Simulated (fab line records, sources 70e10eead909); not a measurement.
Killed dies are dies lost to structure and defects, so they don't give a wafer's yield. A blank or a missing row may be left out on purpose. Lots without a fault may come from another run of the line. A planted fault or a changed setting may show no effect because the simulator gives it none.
Chamber matching | flow nand_harc | NHARC_A_STAIRCASE_ETCHBACK_422 on rie_diel-05: 4 sister chambers
The step etches the open film in CH3F/O2, target depth 40 nm, time 74.286 s. 4 wafers are shown with their chamber, then 12 later ones without.

WAFERS WITH THEIR CHAMBER
wafer  | chamber | showerhead_plenum_p_Torr (Torr)
L089.6 | 2       | 2.57
L090.2 | 3       | 2.63
L090.4 | 1       | 2.41
L090.6 | 0       | 2.32

WAFERS WITHOUT THEIR CHAMBER
wafer  | showerhead_plenum_p_Torr (Torr)
L090.1 | 2.57
L090.3 | 2.32
L090.5 | 2.63
L093.1 | 2.32
L093.5 | 2.57
L093.6 | 2.63
L097.1 | 2.32
L097.4 | 2.62
L097.6 | 2.40
L097.2 | 2.40
L097.3 | 2.57
L097.5 | 2.32

WHICH CHAMBER EACH WENT THROUGH
wafer  | from the rows above | in truth
L090.1 | 2                   | 2
L090.3 | 0                   | 0
L090.5 | 3                   | 3
L093.1 | 0                   | 0
L093.5 | 2                   | 2
L093.6 | 3                   | 3
L097.1 | 0                   | 0
L097.4 | 3                   | 3
L097.6 | 1                   | 1
L097.2 | 1                   | 1
L097.3 | 2                   | 2
L097.5 | 0                   | 0
Placed correctly: 12 of 12. Can't be placed from these rows: 0. Placed wrongly: 0.
How it was worked out, from the rows above alone: a wafer's distance from a chamber is the root of the sum, over the readings, of the square of ((its reading less the chamber's mean) divided by the reading's scatter). The wafer belongs to the nearest chamber; if the next one is less than 2 further off, it can't be placed. A chamber's mean is the mean of its shown wafers. The scatter: with one shown wafer a chamber, the root of the mean of the squares of how far each hidden wafer lies from its nearest shown one.
